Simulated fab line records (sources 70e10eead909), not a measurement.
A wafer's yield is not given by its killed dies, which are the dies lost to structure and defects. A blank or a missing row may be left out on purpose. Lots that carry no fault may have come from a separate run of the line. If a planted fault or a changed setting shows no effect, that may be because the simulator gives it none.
fab line records	flow nand_harc	part 1 of 2: steps 1 to 29 of 43
[record] lots = 5	wafers = 15	last_day = 23
route steps=1159 shown THIN_TSV@1108
lots untouched by any fault: they come from a run of this same line in which no faults occurred
start_h: the number of hours between the record's first day and the start of the first shown wafer of the lot	wait_h: hours elapsed since this lot's preceding step	" identical to the entry in the row above	L1.1+2: one row covering several wafers at once	- either no value or no given start	* or withheld: withheld	< > ~ a bound
route shown NAME@n: names a module that has steps shown in the file, with the first one's number in the route	usual: mean and standard deviation over wafers with no fault	same: alike in all rows	chamber/n: place in a boat	sites: readings site by site	_std_site: their standard deviation	_edge_site: outer sites' mean less inner sites'	radius_mm: how far each site lies from the wafer's centre	mask NAME#n: copy n	behind: the most recent tool/chamber to have shaped the wafer	hold: why the lot was held/for how many hours/how that ended	device: whichever transistor did not switch (one of n, p or np)	end of line: the tests these same wafers got at the end of their route	a step given without rows: its recipe and nothing more	killed: the dies lost at the first sort to structure and to defects; this is not the yield of the wafer	map: per-die view of a wafer (x killed, . not killed, _ where there is no die)
set.NAME: setting as actually run; set.NAME@STEP: the setting as run at that earlier step	model.NAME: the simulator's own value behind a step, which no gauge read
lots at some steps of the route; a table a step, a row a wafer
services: when a tool's chamber went out of use (start_h, in hours from the record's first day, below 0 if earlier), for how many hours, and the reason
[[steps]]
[step NHARC_THIN_TSV_DEHYDRATE_04]
[recipe] temp_c = 150	time_s = 120
lot.wafer	tool	chamber	start_h	wait_h
L079.3+4+6	litho_track-02	0	469.58	-
L084.3+5+6	litho_track-02	0	476.23	-
L090.2+5+6	litho_track-03	0	516.08	-
L093.1+5+6	litho_track-02	0	534.54	-
L097.1+3+6	litho_track-03	0	541.02	-
[step NHARC_THIN_TSV_HMDS_05]
[recipe] time_s = 30
lot.wafer	tool	chamber	start_h	wait_h
L079.3+4+6	litho_track-02	0	-	-
L084.3+5+6	litho_track-02	0	-	-
L090.2+5+6	litho_track-03	0	-	-
L093.1+5+6	litho_track-02	0	-	-
L097.1+3+6	litho_track-03	0	-	-
[step NHARC_THIN_TSV_COAT_06]
[recipe] spin_rpm = *
lot.wafer	tool	chamber	start_h	wait_h
L079.3+4+6	litho_track-02	0	-	-
L084.3+5+6	litho_track-02	0	-	-
L090.2+5+6	litho_track-03	0	-	-
L093.1+5+6	litho_track-02	0	-	-
L097.1+3+6	litho_track-03	0	-	-
[step NHARC_THIN_TSV_SOFTBAKE_07]
[recipe] temp_c = 122	time_s = 95
lot.wafer	tool	chamber	start_h	wait_h
L079.3+4+6	litho_track-02	0	-	-
L084.3+5+6	litho_track-02	0	-	-
L090.2+5+6	litho_track-03	0	-	-
L093.1+5+6	litho_track-02	0	-	-
L097.1+3+6	litho_track-03	0	-	-
[step NHARC_THIN_TSV_EBR_08]
lot.wafer	tool	chamber	start_h	wait_h
L079.3+4+6	litho_track-02	0	-	-
L084.3+5+6	litho_track-02	0	-	-
L090.2+5+6	litho_track-03	0	-	-
L093.1+5+6	litho_track-02	0	-	-
L097.1+3+6	litho_track-03	0	-	-
[step NHARC_THIN_TSV_EXPOSE_09]
[recipe] na = 0.55	dose_mj = 30.7	mask_id = TSV
lot.wafer	tool	chamber	start_h	wait_h	mask
L079.3+4+6	krf_scanner-04	0	469.74	-	TSV#0
L084.3+5+6	krf_scanner-02	0	476.51	-	TSV#0
L090.2+5+6	krf_scanner-04	0	516.23	-	TSV#0
L093.1+5+6	krf_scanner-01	0	534.81	-	TSV#0
L097.1+3+6	krf_scanner-04	0	541.28	-	TSV#0
[step NHARC_THIN_TSV_PEB_10]
[recipe] peb_temp_c = 118	peb_time_s = 85
lot.wafer	tool	chamber	start_h	wait_h
L079.3+4+6	litho_track-03	0	469.79	0.1
L084.3+5+6	litho_track-02	0	476.57	0.1
L090.2+5+6	litho_track-03	0	516.29	0.1
L093.1+5+6	litho_track-02	0	534.87	0.1
L097.1+3+6	litho_track-02	0	541.35	0.1
[step NHARC_THIN_TSV_DEVELOP_11]
[recipe] time_s = 70
lot.wafer	tool	chamber	start_h	wait_h
L079.3+4+6	litho_track-03	0	-	-
L084.3+5+6	litho_track-02	0	-	-
L090.2+5+6	litho_track-03	0	-	-
L093.1+5+6	litho_track-02	0	-	-
L097.1+3+6	litho_track-02	0	-	-
[step NHARC_THIN_TSV_CD_MEAS_12]
[recipe] target_cd_nm = 1000	landing_energy_ev = 500
[usual] cd_nm = 999.5/2.5
lot.wafer	tool	chamber	start_h	wait_h	cd_nm
L079.3	cd_sem-02	0	469.89	-	1000.5
L079.4	"	0	"	"	998.9
L079.6	"	0	"	"	1002.1
L084.3	cd_sem-03	0	476.66	-	995.4
L084.5	"	0	"	"	998.3
L084.6	"	0	"	"	999.5
L090.2	cd_sem-02	0	516.39	-	1005.7
L090.5	"	0	"	"	995.7
L090.6	"	0	"	"	1001.3
L093.1	cd_sem-02	0	534.96	-	997.3
L093.5	"	0	"	"	999.3
L093.6	"	0	"	"	998.5
L097.1	cd_sem-01	0	541.44	-	997.6
L097.3	"	0	"	"	1000.3
L097.6	"	0	"	"	1002.5
[step NHARC_THIN_TSV_HARDBAKE_13]
[recipe] temp_c = 125	time_s = 80
lot.wafer	tool	chamber	start_h	wait_h
L079.3+4+6	litho_track-02	0	469.97	-
L084.3+5+6	litho_track-07	0	476.74	-
L090.2+5+6	litho_track-07	0	516.47	-
L093.1+5+6	litho_track-02	0	535.05	-
L097.1+3+6	litho_track-03	0	541.52	-
[step NHARC_THIN_TSV_DESCUM_14]
[recipe] time_s = 3	o2_flow_sccm = 200	ar_flow_sccm = 0	bias_power_w = 0	chemistry = O2
[usual] drypump_motor_current_A = 5.7/0.4	oes_product_au = 0.999/0.019	rf_vpp_V = 57.8/0.87	showerhead_plenum_p_Torr = 1.90/0.073	throttle_valve_pct = 11.312/0.009
[same] bias_power_w = 0
lot.wafer	tool	chamber	start_h	wait_h	drypump_motor_current_A	oes_product_au	rf_hours_counter_h	rf_vpp_V	showerhead_plenum_p_Torr	throttle_valve_pct
L079.4	rie_diel-12	0	470.06	-	5.1	1.038	5	58.6	2.03	11.299
L079.3	"	1	"	"	6.2	1.033	5	58.1	1.92	11.313
L079.6	"	3	"	"	5.6	0.972	-	58.9	1.86	11.304
L084.3	rie_diel-07	2	476.83	-	5.8	0.991	8	58.0	1.89	11.307
L084.5	"	1	"	"	6.1	0.972	-	57.3	1.77	11.322
L084.6	"	2	"	"	5.8	0.986	-	60.1	1.89	11.284
L090.2	rie_diel-12	1	516.55	-	6.2	1.022	7	58.7	1.91	11.322
L090.6	"	0	"	"	5.1	1.029	-	58.1	2.03	11.318
L090.5	"	1	"	"	6.2	1.011	-	58.9	1.91	11.311
L093.1	rie_diel-04	1	535.15	-	6.1	0.974	4	58.0	1.89	11.306
L093.6	"	3	"	"	5.8	0.978	-	57.7	1.94	11.314
L093.5	"	0	"	"	5.6	1.008	-	57.6	1.90	11.316
L097.3	rie_diel-07	2	541.60	-	5.8	0.999	15	56.8	1.89	11.315
L097.1	"	1	"	"	6.2	0.975	16	56.7	1.77	11.321
L097.6	"	3	"	"	5.6	1.017	-	59.6	2.01	11.310
[step NHARC_THIN_TSV_ETCH_44]
[recipe] target_depth_a = 15942	time_s = 797.1	cf4_flow_sccm = 150	o2_flow_sccm = 10	ar_flow_sccm = 0	rf_w = 300	bias_w = 800	chemistry = CF4/O2
[usual] drypump_motor_current_A = 5.7/0.4	oes_product_au = 1.000/0.018	rf_fwd_power_W = 299.8/0.86	rf_vpp_V = 794/4.2	showerhead_plenum_p_Torr = 1.82/0.066	throttle_valve_pct = 16.915/0.0086
lot.wafer	tool	chamber	start_h	wait_h	drypump_motor_current_A	oes_product_au	rf_fwd_power_W	rf_hours_counter_h	rf_vpp_V	showerhead_plenum_p_Torr	throttle_valve_pct
L079.4	rie_diel-12	3	470.13	0.1	5.6	0.983	300.3	5	792	1.78	16.912
L079.3	"	1	"	"	6.2	1.031	299.6	5	795	1.83	16.909
L079.6	"	0	"	"	5.1	1.032	300.4	-	800	1.94	16.921
L084.3	rie_diel-07	2	477.08	0.2	5.8	0.995	300.8	8	793	1.81	16.914
L084.6	"	3	"	"	5.6	1.002	299.5	-	800	1.92	16.919
L084.5	"	0	"	"	6.2	1.015	299.7	-	787	1.73	16.935
L090.2	rie_diel-12	2	516.74	0.2	5.1	1.016	299.8	7	791	1.78	16.913
L090.6	"	0	"	"	5.1	1.032	299.3	-	803	1.94	16.923
L090.5	"	1	"	"	6.2	1.021	299.9	-	795	1.83	16.928
L093.1	rie_diel-04	2	535.28	0.1	5.2	0.981	299.4	4	792	1.79	16.917
L093.6	"	1	"	"	6.1	0.989	300.1	-	794	1.82	16.914
L093.5	"	2	"	"	5.2	0.984	297.5	-	792	1.79	16.924
L097.1	rie_diel-07	0	541.74	0.1	6.2	0.992	300.6	15	787	1.73	16.909
L097.3	"	1	"	"	6.2	0.975	300.0	16	787	1.70	16.912
L097.6	"	0	"	"	6.2	0.998	300.5	-	788	1.73	16.905
[step NHARC_THIN_TSV_ETCH_15]
[recipe] target_depth_a = 30000	bosch_target_overetch_cycles = 2	bosch_etch_step_s = 2.8	bosch_dep_step_s = 1.2	bosch_cycles = 14
[usual] drypump_motor_current_A = 5.6/0.58	he_backside_leak_sccm = 2.66/0.29
lot.wafer	tool	chamber	start_h	wait_h	drypump_motor_current_A	he_backside_leak_sccm	rf_hours_counter_h
L079.3	rie_si-03	2	470.70	-	5.2	2.78	1.2
L079.4	"	3	"	"	5.2	2.39	1.2
L079.6	"	2	"	"	5.2	2.92	-
L084.3	rie_si-02	0	477.52	-	6.5	3.15	0.8
L084.6	"	1	"	"	5.4	2.57	-
L084.5	"	2	"	"	5.4	2.96	-
L090.2	rie_si-04	2	517.20	-	5.3	2.42	0.5
L090.5	"	2	"	"	5.3	2.43	-
L090.6	"	3	"	"	6.6	3.00	-
L093.1	rie_si-04	3	535.82	-	6.6	2.81	0.6
L093.5	"	1	"	"	4.9	2.54	-
L093.6	"	2	"	"	5.3	2.39	-
L097.3	rie_si-04	2	542.28	-	5.3	2.36	0.7
L097.1	"	3	"	"	6.6	2.70	0.6
L097.6	"	1	"	"	4.9	2.63	-
[step NHARC_THIN_TSV_CD_MEAS_16]
[usual] cd_nm = 999.9/2.6
lot.wafer	tool	chamber	start_h	wait_h	cd_nm
L079.3	cd_sem-02	-	470.85	0.1	999.6
L079.4	"	-	"	"	1001.0
L079.6	"	-	"	"	1001.8
L084.3	cd_sem-03	-	477.63	0.1	995.6
L084.5	"	-	"	"	997.3
L084.6	"	-	"	"	1000.2
L090.2	cd_sem-03	-	517.35	0.1	1005.3
L090.5	"	-	"	"	995.6
L090.6	"	-	"	"	1002.7
L093.1	cd_sem-03	-	535.96	0.1	998.4
L093.5	"	-	"	"	999.8
L093.6	"	-	"	"	999.1
L097.1	cd_sem-02	-	542.40	0.1	997.3
L097.3	"	-	"	"	998.6
L097.6	"	-	"	"	1002.1
[step NHARC_THIN_TSV_STRIP_45]
[recipe] power_w = 1500	temp_c = 250	chemistry = O2
[usual] drypump_motor_current_A = 5.6/0.34	heater_power_w = 343/15
lot.wafer	tool	chamber	start_h	wait_h	drypump_motor_current_A	heater_power_w	rf_hours_counter_h
L079.4	plasma_asher-01	1	471.01	0.2	5.7	365	-
L079.3	"	0	"	"	5.2	345	-
L079.6	"	1	"	"	5.7	373	-
L084.3	plasma_asher-02	1	477.79	0.2	6.1	335	-
L084.6	"	1	"	"	6.1	336	-
L084.5	"	0	"	"	5.5	332	-
L090.2	plasma_asher-01	1	517.46	0.1	5.7	366	20
L090.5	"	0	"	"	5.2	349	-
L090.6	"	1	"	"	5.7	359	-
L093.1	plasma_asher-02	1	536.15	0.2	6.1	342	57
L093.5	"	0	"	"	5.4	327	-
L093.6	"	1	"	"	6.2	335	-
L097.1	plasma_asher-01	1	542.87	0.5	5.7	374	30
L097.3	"	1	"	"	5.7	374	-
L097.6	"	1	"	"	5.7	372	-
[step NHARC_THIN_TSV_STRIP_46]
[recipe] time_s = 1200	temp_c = 72.5	chemistry = post_etch_residue_remover
lot.wafer	tool	chamber	start_h	wait_h
L079.6+3+4	wet_bench-10	4,6,0	471.28	0.1
L084.6+5+3	wet_bench-08	6,1,2	478.06	0.1
L090.2+5+6	wet_bench-10	0,1,4	517.77	0.3
L093.1+6+5	wet_bench-10	7,2,3	536.46	0.3
L097.6+1+3	wet_bench-10	2,6,7	543.18	0.1
[step NHARC_THIN_TSV_DEP_47]
[recipe] target_thk_a = 2000	temp_c = withheld	pressure_torr = 6.5	rf_w = 900	teos_flow_sccm = 161.4	flow_sccm = 2650	target_thk_nm = 200	gas = O2	material = SiO2
[usual] rf_fwd_power_W = 898.0/2.9	throttle_valve_pct = 15.6/0.48
lot.wafer	tool	chamber	start_h	wait_h	rf_fwd_power_W	throttle_valve_pct
L079.3	pecvd-03	1	471.76	-	899.7	16.0
L079.6	"	1	"	"	903.9	15.9
L079.4	"	2	"	"	895.4	15.9
L084.3	pecvd-02	0	479.00	-	899.0	16.0
L084.5	"	2	"	"	896.3	15.1
L084.6	"	0	"	"	901.0	16.2
L090.2	pecvd-03	2	518.31	-	897.8	15.7
L090.6	"	0	"	"	895.0	15.4
L090.5	"	1	"	"	898.2	15.8
L093.1	pecvd-01	1	537.00	-	892.2	15.9
L093.5	"	2	"	"	897.2	16.1
L093.6	"	0	"	"	895.5	16.3
L097.3	pecvd-02	0	543.63	-	899.5	16.0
L097.1	"	1	"	"	896.3	14.9
L097.6	"	0	"	"	896.1	16.1
[step NHARC_THIN_TSV_ETCHBACK_48]
[recipe] target_depth_a = 10285	over_etch_frac = 0.3	time_s = 405.17	ion_energy_ev = 250	c4f8_flow_sccm = withheld	ar_flow_sccm = withheld	rf_w = 600	bias_w = 300	chemistry = C4F8/Ar
[usual] oes_product_au = 0.95/0.037	rf_fwd_power_W = 599.0/1.7	rf_vpp_V = 546.3/2.7
lot.wafer	tool	chamber	start_h	wait_h	oes_product_au	rf_fwd_power_W	rf_hours_counter_h	rf_vpp_V
L079.3	rie_diel-12	0	472.12	-	1.00	596.8	6	550.5
L079.4	"	2	"	"	0.97	600.7	4	543.8
L079.6	"	0	"	"	1.01	601.1	-	550.5
L084.3	rie_diel-04	1	479.31	-	0.98	598.6	0	546.0
L084.5	"	1	"	"	0.97	601.3	-	545.0
L084.6	"	2	"	"	0.99	599.3	-	543.9
L090.2	rie_diel-07	3	518.73	-	1.02	599.4	12	551.3
L090.6	"	0	"	"	1.00	597.3	-	541.2
L090.5	"	1	"	"	0.99	599.8	-	539.6
L093.1	rie_diel-12	1	537.38	-	0.95	598.2	10	547.3
L093.6	"	3	"	"	0.91	599.6	-	545.0
L093.5	"	0	"	"	0.94	601.9	-	551.6
L097.1	rie_diel-12	0	544.02	-	1.03	597.9	11	551.4
L097.3	"	1	"	"	1.03	599.1	10	546.8
L097.6	"	0	"	"	1.02	600.9	-	551.2
[step NHARC_THIN_TSV_STRIP_62]
[recipe] power_w = 1500	temp_c = 250	time_s = 20	chemistry = N2/H2
[usual] drypump_motor_current_A = 5.6/0.32	heater_power_w = 347/14
lot.wafer	tool	chamber	start_h	wait_h	drypump_motor_current_A	heater_power_w	rf_hours_counter_h
L079.3	plasma_asher-02	0	472.83	-	5.5	320	-
L079.4	"	1	"	"	6.1	325	-
L079.6	"	0	"	"	5.5	332	-
L084.3	plasma_asher-01	0	479.72	-	5.2	347	-
L084.5	"	0	"	"	5.2	343	-
L084.6	"	1	"	"	5.7	371	-
L090.2	plasma_asher-02	1	519.00	-	6.1	335	50
L090.6	"	0	"	"	5.5	334	-
L090.5	"	1	"	"	6.1	337	-
L093.1	plasma_asher-01	0	537.67	-	5.2	348	28
L093.6	"	0	"	"	5.2	353	-
L093.5	"	1	"	"	5.7	373	-
L097.1	plasma_asher-01	1	544.89	-	5.7	364	32
L097.3	"	1	"	"	5.7	364	-
L097.6	"	1	"	"	5.7	358	-
[step NHARC_THIN_TSV_DEGAS_49]
[recipe] temp_c = 300	time_s = 120
[usual] heater_power_w = 473/33
lot.wafer	tool	chamber	start_h	wait_h	heater_power_w
L079.3	pvd_sputter-02	-	472.96	0.1	516
L079.4	"	-	"	"	461
L079.6	"	-	"	"	499
L084.3	pvd_sputter-02	-	479.86	0.1	415
L084.5	"	-	"	"	511
L084.6	"	-	"	"	468
L090.2	pvd_sputter-03	-	519.16	0.1	425
L090.5	"	-	"	"	500
L090.6	"	-	"	"	417
L093.1	pvd_sputter-01	-	537.85	0.2	509
L093.6	"	-	"	"	480
L093.5	"	-	"	"	503
L097.3	pvd_sputter-01	-	545.06	0.1	462
L097.1	"	-	"	"	500
L097.6	"	-	"	"	468
[step NHARC_THIN_TSV_PRE_CLEAN_50]
[recipe] time_s = 30	temp_c = 280	gas = H2/He
[usual] heater_power_w = 417/29
lot.wafer	tool	chamber	start_h	wait_h	heater_power_w
L079.4	pvd_sputter-02	-	-	-	364
L079.3	"	-	"	"	423
L079.6	"	-	"	"	349
L084.3	pvd_sputter-02	-	-	-	407
L084.6	"	-	"	"	458
L084.5	"	-	"	"	422
L090.2	pvd_sputter-03	-	-	-	374
L090.6	"	-	"	"	388
L090.5	"	-	"	"	431
L093.1	pvd_sputter-01	-	-	-	418
L093.6	"	-	"	"	430
L093.5	"	-	"	"	408
L097.1	pvd_sputter-01	-	-	-	415
L097.3	"	-	"	"	453
L097.6	"	-	"	"	419
[step NHARC_THIN_TSV_PVD_19]
[recipe] target_thk_a = 200	chamber_pressure_pa = 5	material = TaN
[usual] throttle_valve_pct = 29.5/0.81
lot.wafer	tool	chamber	start_h	wait_h	throttle_valve_pct
L079.4	pvd_sputter-02	-	-	-	31.0
L079.3	"	-	"	"	29.1
L079.6	"	-	"	"	30.7
L084.3	pvd_sputter-02	-	-	-	28.5
L084.6	"	-	"	"	28.9
L084.5	"	-	"	"	30.9
L090.2	pvd_sputter-03	-	-	-	29.3
L090.6	"	-	"	"	29.2
L090.5	"	-	"	"	29.3
L093.1	pvd_sputter-01	-	-	-	29.6
L093.5	"	-	"	"	29.8
L093.6	"	-	"	"	29.7
L097.1	pvd_sputter-01	-	-	-	30.0
L097.3	"	-	"	"	29.7
L097.6	"	-	"	"	30.0
[step NHARC_THIN_TSV_PVD_51]
[recipe] target_thk_a = 1000	chamber_pressure_pa = 5	material = Cu
[usual] throttle_valve_pct = 29.5/0.84
lot.wafer	tool	chamber	start_h	wait_h	throttle_valve_pct
L079.3	pvd_sputter-02	-	-	-	28.9
L079.4	"	-	"	"	30.9
L079.6	"	-	"	"	28.9
L084.3	pvd_sputter-02	-	-	-	28.2
L084.5	"	-	"	"	27.9
L084.6	"	-	"	"	28.4
L090.2	pvd_sputter-03	-	-	-	29.7
L090.5	"	-	"	"	30.6
L090.6	"	-	"	"	29.5
L093.1	pvd_sputter-01	-	-	-	29.9
L093.5	"	-	"	"	29.6
L093.6	"	-	"	"	29.9
L097.1	pvd_sputter-01	-	-	-	29.6
L097.3	"	-	"	"	29.9
L097.6	"	-	"	"	29.8
[step NHARC_THIN_TSV_ECD_20]
[recipe] target_thk_a = 20000	material = Cu
lot.wafer	tool	chamber	start_h	wait_h
L079.3+4+6	ecd_cu-01	0,1,1	473.62	-
L084.3+5+6	ecd_cu-01	0,0,1	480.50	-
L090.2+6+5	ecd_cu-01	1,0,1	519.72	-
L093.1+6+5	ecd_cu-01	1,0,1	538.39	-
L097.1+3+6	ecd_cu-02	1,0,1	545.62	-
[step NHARC_THIN_TSV_ANNEAL_52]
[recipe] temp_c = 225	time_s = 90
[usual] wafer_temp_C_max = 225.89/0.22
lot.wafer	tool	chamber	start_h	wait_h	wafer_temp_C_max
L079.3	rtp_anneal-02	0	474.25	0.5	226.21
L079.4	"	0	"	"	226.13
L079.6	"	0	"	"	225.89
L084.3	rtp_anneal-02	0	481.29	0.7	225.53
L084.5	"	0	"	"	226.16
L084.6	"	0	"	"	225.93
L090.2	rtp_anneal-02	0	520.40	0.6	225.89
L090.5	"	0	"	"	226.04
L090.6	"	0	"	"	225.98
L093.1	rtp_anneal-01	0	539.03	0.5	225.83
L093.5	"	0	"	"	226.08
L093.6	"	0	"	"	225.91
L097.1	rtp_anneal-02	0	546.24	0.5	226.31
L097.3	"	0	"	"	226.23
L097.6	"	0	"	"	225.84
[step NHARC_THIN_TSV_CMP_21]
[recipe] t_overpolish_s = 30	target_thk_nm = 2000
[usual] motor_current_A = 11.8/1	overpolish_run_s = 30.001/0.01
lot.wafer	tool	chamber	start_h	wait_h	motor_current_A	overpolish_run_s
L079.4	cmp-03	2	474.50	-	11.7	30.003
L079.3	"	1	"	"	12.2	29.993
L079.6	"	2	"	"	11.8	29.999
L084.3	cmp-03	3	481.57	-	12.3	29.986
L084.6	"	2	"	"	11.6	29.984
L084.5	"	3	"	"	12.7	29.991
L090.2	cmp-04	0	520.72	-	12.2	29.998
L090.6	"	3	"	"	10.0	29.999
L090.5	"	0	"	"	12.6	30.023
L093.1	cmp-03	3	539.46	-	11.8	30.009
L093.6	"	0	"	"	14.0	30.002
L093.5	"	1	"	"	12.0	30.015
L097.1	cmp-03	2	546.62	-	11.8	30.003
L097.3	"	0	"	"	13.6	30.012
L097.6	"	1	"	"	11.4	30.002
[step NHARC_THIN_TSV_SRD_23]
lot.wafer	tool	chamber	start_h	wait_h
L079.4+3+6	wet_bench-10	4,6,0	474.86	0.0
L084.5+3+6	wet_bench-10	0,1,3	481.91	0.0
L090.2+5+6	wet_bench-10	7,1,2	521.05	0.0
L093.5+1+6	wet_bench-10	4,7,1	539.74	0.0
L097.3+6+1	wet_bench-08	6,2,3	546.95	0.0
[step NHARC_THIN_TSV_DEGAS_53]
[recipe] temp_c = 300	time_s = 60
[usual] heater_power_w = 468/33
lot.wafer	tool	chamber	start_h	wait_h	heater_power_w
L079.4	pvd_sputter-03	-	474.98	0.1	465
L079.3	"	-	"	"	430
L079.6	"	-	"	"	462
L084.3	pvd_sputter-02	-	481.99	0.1	473
L084.5	"	-	"	"	481
L084.6	"	-	"	"	416
L090.2	pvd_sputter-03	-	521.14	0.1	439
L090.6	"	-	"	"	428
L090.5	"	-	"	"	494
L093.1	pvd_sputter-03	-	539.86	0.1	422
L093.5	"	-	"	"	442
L093.6	"	-	"	"	485
L097.3	pvd_sputter-02	-	547.06	0.1	478
L097.1	"	-	"	"	477
L097.6	"	-	"	"	522
[step NHARC_THIN_TSV_PRE_CLEAN_54]
[recipe] time_s = 30	temp_c = 280	gas = H2/He
[usual] heater_power_w = 412/31
lot.wafer	tool	chamber	start_h	wait_h	heater_power_w
L079.4	pvd_sputter-03	-	475.04	0.1	386
L079.3	"	-	"	"	374
L079.6	"	-	"	"	378
L084.3	pvd_sputter-02	-	482.07	0.1	397
L084.6	"	-	"	"	416
L084.5	"	-	"	"	459
L090.2	pvd_sputter-03	-	521.31	0.2	425
L090.5	"	-	"	"	384
L090.6	"	-	"	"	423
L093.1	pvd_sputter-03	-	539.91	0.0	373
L093.6	"	-	"	"	371
L093.5	"	-	"	"	440
L097.1	pvd_sputter-02	-	547.13	0.0	421
L097.3	"	-	"	"	466
L097.6	"	-	"	"	369
